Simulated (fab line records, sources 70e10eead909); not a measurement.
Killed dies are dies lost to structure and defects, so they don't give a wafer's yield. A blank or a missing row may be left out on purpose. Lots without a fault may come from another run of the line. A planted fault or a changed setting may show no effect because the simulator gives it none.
Which tool did it? | flow nand_harc | 12 lots, 36 wafers sampled, at 5 steps of a route of 1159

WHAT THE GAUGES READ, wafer by wafer
NHARC_END_SORT_01.
lot  | measured     | on        | killed_at_array | killed_at_other | killed_at_periphery | killed_dies | killed_open | killed_short
L450 | day 23 13:37 | prober-02 | 94 74 96        | 0 0 0           | 3 2 3               | 97 76 99    | 2 1 3       | 0 2 0
L452 | day 24 04:29 | prober-01 | 75 65 55        | 0 0 0           | 1 1 2               | 76 66 57    | 1 4 3       | 5 1 2

WHICH TOOL RAN EACH LOT (tool, then ch and the chambers of the sampled wafers, then the start)
lot  | NHARC_A_STAIRCASE_DEP_301       | NHARC_THIN_TSV_DESCUM_14           | NHARC_THIN_TSV_DEP_47           | NHARC_THIN_TSV_PRE_CLEAN_54
L434 | pecvd-04 ch 0,1, day 11 14:20   | rie_diel-08 ch 0,1,3, day 19 00:22 | pecvd-04 ch 0,1, day 19 02:02   | pvd_sputter-01, day 19 05:02
L433 | pecvd-04 ch 1,2, day 11 20:50   | rie_diel-10 ch 1,2, day 19 01:27   | pecvd-02 ch 0,2, day 19 03:08   | pvd_sputter-01, day 19 06:11
L436 | pecvd-01 ch 0,1, day 12 10:17   | rie_diel-08 ch 1,2, day 19 03:49   | pecvd-02 ch 1,2, day 19 05:32   | pvd_sputter-01, day 19 08:31
L437 | pecvd-04 ch 0,2, day 12 17:48   | rie_diel-08 ch 0,3, day 19 12:09   | pecvd-02 ch 0,1,2, day 19 14:03 | pvd_sputter-01, day 19 17:05
L439 | pecvd-01 ch 1,2, day 13 06:46   | rie_diel-07 ch 2,3, day 20 11:01   | pecvd-01 ch 0,1,2, day 20 12:44 | pvd_sputter-02, day 20 15:42
L438 | pecvd-01 ch 0,1,2, day 13 07:31 | rie_diel-07 ch 0,1,2, day 20 12:05 | pecvd-02 ch 0,1,2, day 20 13:46 | pvd_sputter-02, day 20 17:07
L441 | pecvd-04 ch 0,1, day 13 23:22   | rie_diel-08 ch 0,3, day 20 15:19   | pecvd-01 ch 0,1,2, day 20 17:07 | pvd_sputter-03, day 20 20:16
L443 | pecvd-01 ch 0,2, day 14 09:27   | rie_diel-10 ch 0,1, day 20 23:45   | pecvd-01 ch 1,2, day 21 01:34   | pvd_sputter-01, day 21 04:41
L444 | pecvd-01 ch 0,1,2, day 14 23:58 | rie_diel-07 ch 0,3, day 21 14:59   | pecvd-01 ch 0,1,2, day 21 17:13 | pvd_sputter-02, day 21 20:14
L448 | pecvd-01 ch 0,2, day 15 11:32   | rie_diel-07 ch 0,1,3, day 22 21:46 | pecvd-01 ch 0,1,2, day 22 23:55 | pvd_sputter-02, day 23 02:56
L450 | pecvd-01 ch 0,1,2, day 15 17:10 | rie_diel-10 ch 0,1,2, day 22 23:07 | pecvd-04 ch 0,1,2, day 23 00:47 | pvd_sputter-02, day 23 04:04
L452 | pecvd-01 ch 1,2, day 16 11:35   | rie_diel-07 ch 0,1,2, day 23 04:34 | pecvd-02 ch 0,1,2, day 23 06:13 | pvd_sputter-02, day 23 10:10
- NHARC_A_STAIRCASE_DEP_301: deposits SiON, target thk 30 nm.
- NHARC_THIN_TSV_DESCUM_14: chemistry O2, time 3 s.
- NHARC_THIN_TSV_DEP_47: deposits SiO2, target thk 200 nm.
- NHARC_THIN_TSV_PRE_CLEAN_54: time 30 s.

WHAT THE TOOLS THEMSELVES READ (means of the sampled wafers that have a number; where no wafer has one, the mark that the record gives instead)
NHARC_A_STAIRCASE_DEP_301.
lot  | tool     | chamber_pressure_Torr (Torr) | heater_power_outer_w (W) | heater_power_w (W) | rf_fwd_power_W (W)
L434 | pecvd-04 | 3.502                        | 459                      | 741                | 349.4
L433 | pecvd-04 | 3.501                        | 391                      | 679                | 348.8
L436 | pecvd-01 | 3.498                        | 486                      | 800                | 348.6
L437 | pecvd-04 | 3.501                        | 452                      | 707                | 348.6
L439 | pecvd-01 | 3.492                        | 562                      | 873                | 348.4
L438 | pecvd-01 | 3.493                        | 518                      | 834                | 348.3
L441 | pecvd-04 | 3.509                        | 465                      | 754                | 349.2
L443 | pecvd-01 | 3.499                        | 591                      | 930                | 348.2
L444 | pecvd-01 | 3.496                        | 529                      | 868                | 348.6
L448 | pecvd-01 | 3.502                        | 632                      | 1018               | 349.3
L450 | pecvd-01 | 3.496                        | 582                      | 922                | 348.3
L452 | pecvd-01 | 3.505                        | 586                      | 894                | 348.2

NHARC_THIN_TSV_DESCUM_14.
lot  | tool        | drypump_motor_current_A (A) | oes_product_au (a.u.) | rf_vpp_V (V) | showerhead_plenum_p_Torr (Torr) | throttle_valve_pct (%)
L434 | rie_diel-08 | 5.5                         | 0.991                 | 57.1         | 1.86                            | 11.311
L433 | rie_diel-10 | 6.0                         | 1.015                 | 58.7         | 2.01                            | 11.313
L436 | rie_diel-08 | 5.6                         | 1.000                 | 57.8         | 1.88                            | 11.299
L437 | rie_diel-08 | 5.6                         | 1.006                 | 58.0         | 1.87                            | 11.310
L439 | rie_diel-07 | 6.5                         | 1.002                 | 57.6         | 1.85                            | 11.292
L438 | rie_diel-07 | 6.1                         | 1.012                 | 57.7         | 1.97                            | 11.305
L441 | rie_diel-08 | 5.6                         | 0.993                 | 57.9         | 1.90                            | 11.313
L443 | rie_diel-10 | 6.1                         | 1.008                 | 57.2         | 1.84                            | 11.311
L444 | rie_diel-07 | 6.2                         | 0.999                 | 57.0         | 1.89                            | 11.311
L448 | rie_diel-07 | 5.9                         | 1.014                 | 58.3         | 1.95                            | 11.307
L450 | rie_diel-10 | 6.0                         | 1.017                 | 58.6         | 1.93                            | 11.321
L452 | rie_diel-07 | 6.0                         | 1.013                 | 57.0         | 1.96                            | 11.321

NHARC_THIN_TSV_DEP_47.
lot  | tool     | chamber_pressure_Torr (Torr) | flow_sccm (sccm) | rf_fwd_power_W (W) | throttle_valve_pct (%)
L434 | pecvd-04 | 6.493                        | 2646             | 898.4              | 15.7
L433 | pecvd-02 | 6.499                        | 2639             | 900.1              | 16.6
L436 | pecvd-02 | 6.506                        | 2648             | 896.6              | 16.7
L437 | pecvd-02 | 6.497                        | 2654             | 898.3              | 16.2
L439 | pecvd-01 | 6.490                        | 2652             | 900.5              | 16.0
L438 | pecvd-02 | 6.500                        | 2646             | 896.2              | 16.3
L441 | pecvd-01 | 6.496                        | 2647             | 896.6              | 15.9
L443 | pecvd-01 | 6.495                        | 2650             | 894.0              | 16.4
L444 | pecvd-01 | 6.500                        | 2650             | 898.0              | 16.1
L448 | pecvd-01 | 6.504                        | 2651             | 900.3              | 16.2
L450 | pecvd-04 | 6.500                        | 2645             | 897.0              | 15.9
L452 | pecvd-02 | 6.492                        | 2651             | 898.9              | 16.1

NHARC_THIN_TSV_PRE_CLEAN_54.
lot  | tool           | heater_power_w (W)
L434 | pvd_sputter-01 | 371
L433 | pvd_sputter-01 | 389
L436 | pvd_sputter-01 | 368
L437 | pvd_sputter-01 | 391
L439 | pvd_sputter-02 | 443
L438 | pvd_sputter-02 | 451
L441 | pvd_sputter-03 | 381
L443 | pvd_sputter-01 | 376
L444 | pvd_sputter-02 | 407
L448 | pvd_sputter-02 | 401
L450 | pvd_sputter-02 | 472
L452 | pvd_sputter-02 | 480

THE ANSWER, worked out from the rows above alone
Rule: what is usual is taken from the lots themselves. Put in order of their means at a reading, lots are off if they are a third of the lots or fewer, leave a main group of 4 or more, and stand apart from it by a gap of 3 or more times the standard deviation of the main group's means; of several such gaps the widest counts. A main group whose means are all the same, to the digits that the tables above print for the reading, isn't used. A lot without any number at a reading at which 4 lots or more have one is off too. The other lots that the step has rows for count as sound. The gauges are gone through in route order, then the tools' own readings, and for those a lot's mean is taken as printed above. The first step at which some lot is off is used, and at that step the reading that is off furthest; a lot without a number counts as furthest.
No lot is off at any reading shown: from this, nothing can be told.

WHAT THE SIMULATOR HAD PUT IN
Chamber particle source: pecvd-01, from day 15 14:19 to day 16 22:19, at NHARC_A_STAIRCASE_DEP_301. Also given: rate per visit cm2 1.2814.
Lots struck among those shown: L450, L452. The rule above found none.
